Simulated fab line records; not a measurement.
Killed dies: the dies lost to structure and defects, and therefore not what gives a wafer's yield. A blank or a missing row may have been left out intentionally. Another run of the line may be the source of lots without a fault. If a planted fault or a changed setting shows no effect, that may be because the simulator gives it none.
Split-lot experiment || flow n5-finfet || route with 1938 steps; 7 lots, 21 wafers read

THE SPLIT
At N5_BEOL_M12_COAT_04 (resist thk 400 nm), the setting spin-rpm was moved away from the recipe's 1625 rpm on 6 of the 21 wafers read, by -7.2% to +10.6%. This setting was run at the recipe's value on the other wafers.

FROM THE SPLIT TO THE READING: what the file shows between them, 4 steps
- N5_BEOL_M12_EBR_06
- N5_BEOL_M12_SOFTBAKE_05: time 60 s
- N5_BEOL_M12_DESCUM_15: chemistry O2, time 7.9 s
- N5_BEOL_M12_ETCH_59: etches BARC in N2/H2, target depth 89 nm, overetch 26.7 nm, time 67.9 s

THE READING
coat_of_BEOL_M12_COAT_04.thk-nm (the simulator's own value, which no gauge read), in nm, at N5_BEOL_M12_VIA_ETCH_16 (etches SiOC in C4F8/O2/Ar, target depth 724.8 nm). There is no usual value for it anywhere in the file. Across the 15 wafers here that went through the recipe, the average is 123.4 nm and the standard deviation 3.7 nm.

{"wafer": "L074.3", "tool, chamber at the split": "litho-track-03, 0", "spin-rpm as run, rpm": 1521, "against the recipe": "-6.4%", "coat_of_BEOL_M12_COAT_04.thk-nm, nm": 141, "against lot-mates on the recipe": "+18.3"}
{"wafer": "L074.4", "tool, chamber at the split": "litho-track-03, 0", "spin-rpm as run, rpm": 1625, "against the recipe": "recipe", "coat_of_BEOL_M12_COAT_04.thk-nm, nm": 121.6, "against lot-mates on the recipe": "-"}
{"wafer": "L074.6", "tool, chamber at the split": "litho-track-03, 0", "spin-rpm as run, rpm": 1625, "against the recipe": "recipe", "coat_of_BEOL_M12_COAT_04.thk-nm, nm": 123.8, "against lot-mates on the recipe": "-"}
{"wafer": "L075.3", "tool, chamber at the split": "litho-track-03, 0", "spin-rpm as run, rpm": 1625, "against the recipe": "recipe", "coat_of_BEOL_M12_COAT_04.thk-nm, nm": 123.6, "against lot-mates on the recipe": "-"}
{"wafer": "L075.4", "tool, chamber at the split": "litho-track-03, 0", "spin-rpm as run, rpm": 1508, "against the recipe": "-7.2%", "coat_of_BEOL_M12_COAT_04.thk-nm, nm": 139, "against lot-mates on the recipe": "+15.2"}
{"wafer": "L075.6", "tool, chamber at the split": "litho-track-03, 0", "spin-rpm as run, rpm": 1625, "against the recipe": "recipe", "coat_of_BEOL_M12_COAT_04.thk-nm, nm": 124, "against lot-mates on the recipe": "-"}
{"wafer": "L083.1", "tool, chamber at the split": "litho-track-02, 0", "spin-rpm as run, rpm": 1625, "against the recipe": "recipe", "coat_of_BEOL_M12_COAT_04.thk-nm, nm": 131.4, "against lot-mates on the recipe": "-"}
{"wafer": "L083.5", "tool, chamber at the split": "litho-track-02, 0", "spin-rpm as run, rpm": 1625, "against the recipe": "recipe", "coat_of_BEOL_M12_COAT_04.thk-nm, nm": 122.2, "against lot-mates on the recipe": "-"}
{"wafer": "L083.6", "tool, chamber at the split": "litho-track-02, 0", "spin-rpm as run, rpm": 1625, "against the recipe": "recipe", "coat_of_BEOL_M12_COAT_04.thk-nm, nm": 128.6, "against lot-mates on the recipe": "-"}
{"wafer": "L082.2", "tool, chamber at the split": "litho-track-03, 0", "spin-rpm as run, rpm": 1625, "against the recipe": "recipe", "coat_of_BEOL_M12_COAT_04.thk-nm, nm": 130.6, "against lot-mates on the recipe": "-"}
{"wafer": "L082.3", "tool, chamber at the split": "litho-track-03, 0", "spin-rpm as run, rpm": 1764, "against the recipe": "+8.6%", "coat_of_BEOL_M12_COAT_04.thk-nm, nm": 112, "against lot-mates on the recipe": -18.6}
{"wafer": "L082.5", "tool, chamber at the split": "litho-track-03, 0", "spin-rpm as run, rpm": 1764, "against the recipe": "+8.6%", "coat_of_BEOL_M12_COAT_04.thk-nm, nm": 105.6, "against lot-mates on the recipe": -25.0}
{"wafer": "L087.3", "tool, chamber at the split": "litho-track-04, 0", "spin-rpm as run, rpm": 1625, "against the recipe": "recipe", "coat_of_BEOL_M12_COAT_04.thk-nm, nm": 121.6, "against lot-mates on the recipe": "-"}
{"wafer": "L087.6", "tool, chamber at the split": "litho-track-04, 0", "spin-rpm as run, rpm": 1625, "against the recipe": "recipe", "coat_of_BEOL_M12_COAT_04.thk-nm, nm": 121.6, "against lot-mates on the recipe": "-"}
{"wafer": "L087.4", "tool, chamber at the split": "litho-track-04, 0", "spin-rpm as run, rpm": 1553, "against the recipe": "-4.4%", "coat_of_BEOL_M12_COAT_04.thk-nm, nm": 129.6, "against lot-mates on the recipe": "+8.0"}
{"wafer": "L092.4", "tool, chamber at the split": "litho-track-02, 0", "spin-rpm as run, rpm": 1625, "against the recipe": "recipe", "coat_of_BEOL_M12_COAT_04.thk-nm, nm": 121.4, "against lot-mates on the recipe": "-"}
{"wafer": "L092.5", "tool, chamber at the split": "litho-track-02, 0", "spin-rpm as run, rpm": 1625, "against the recipe": "recipe", "coat_of_BEOL_M12_COAT_04.thk-nm, nm": 120.2, "against lot-mates on the recipe": "-"}
{"wafer": "L092.6", "tool, chamber at the split": "litho-track-02, 0", "spin-rpm as run, rpm": 1625, "against the recipe": "recipe", "coat_of_BEOL_M12_COAT_04.thk-nm, nm": 121.8, "against lot-mates on the recipe": "-"}
{"wafer": "L091.2", "tool, chamber at the split": "litho-track-04, 0", "spin-rpm as run, rpm": 1625, "against the recipe": "recipe", "coat_of_BEOL_M12_COAT_04.thk-nm, nm": 121.2, "against lot-mates on the recipe": "-"}
{"wafer": "L091.4", "tool, chamber at the split": "litho-track-04, 0", "spin-rpm as run, rpm": 1625, "against the recipe": "recipe", "coat_of_BEOL_M12_COAT_04.thk-nm, nm": 117.6, "against lot-mates on the recipe": "-"}
{"wafer": "L091.6", "tool, chamber at the split": "litho-track-04, 0", "spin-rpm as run, rpm": 1798, "against the recipe": "+10.6%", "coat_of_BEOL_M12_COAT_04.thk-nm, nm": 98.8, "against lot-mates on the recipe": -20.6}

FIT RESULTS
A straight line over all 21 wafers: coat_of_BEOL_M12_COAT_04.thk-nm changes by -2.06 nm for each +1% of spin-rpm; r = -0.92; the points scatter about the line by 3.9 nm.
The same after taking each lot's own level away (the mean of its wafers on the recipe; 21 wafers): -2.3 nm for each +1%; r = -0.97; scatter 2.5 nm.
The reading moves by 24 nm for the largest change in spin-rpm, on that fit.
From 119.40 to 130.60 nm: that is the span of the lots' own levels, equal to 3.0 times the standard deviation above.
In other words, the slope is changed by the lot-to-lot level; the two fits disagree.
Check: for one of the wafers moved furthest among these (+10.6%), held out of the fit, the line's prediction against its lot-mates is -26.3 nm. Against them it came out at -20.6 nm.

FURTHER SPLITS ON THESE WAFERS
Other splits were also applied to these wafers ahead of the reading. Each is held against what the fit with the lots' levels taken away leaves over:
{"other split on the same wafers": "N5_BEOL_M10_COAT_22 spin-rpm", "wafers away from the commonest value": 10, "r with coat_of_BEOL_M12_COAT_04.thk-nm (lot level and that fit taken away)": "+0.17"}
{"other split on the same wafers": "N5_BEOL_M10_VIA_ETCH_34 bias-w", "wafers away from the commonest value": 9, "r with coat_of_BEOL_M12_COAT_04.thk-nm (lot level and that fit taken away)": "+0.07"}
{"other split on the same wafers": "N5_BEOL_M10_TRENCH_ETCH_37 bias-w", "wafers away from the commonest value": 9, "r with coat_of_BEOL_M12_COAT_04.thk-nm (lot level and that fit taken away)": -0.02}

THE WHOLE CHAIN: every reading that the file lists as answering this split, in the file's order
{"step": "N5_BEOL_M12_COAT_04", "what it does": "resist thk 400 nm", "reading": "coat_of_BEOL_M12_COAT_04.thk-nm (the simulator's own value, which no gauge read)", "change (the file's fit)": "-2.02 nm for each +1% of the setting", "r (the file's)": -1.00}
{"step": "N5_BEOL_M12_VIA_ETCH_16", "what it does": "etches SiOC in C4F8/O2/Ar, target depth 724.8 nm", "reading": "coat_of_BEOL_M12_COAT_04.thk-nm (the simulator's own value, which no gauge read)", "change (the file's fit)": "-2.23 nm for each +1% of the setting", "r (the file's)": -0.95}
{"step": "N5_BEOL_M12_STRIP_63", "what it does": "strips in N2/H2", "reading": "strip-time-to-endpoint-s", "change (the file's fit)": "withheld for each +1% of the setting", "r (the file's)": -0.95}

FILE'S OWN FIT
coat_of_BEOL_M12_COAT_04.thk-nm changes by -2.23 nm for each +1% of spin-rpm, r = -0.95.
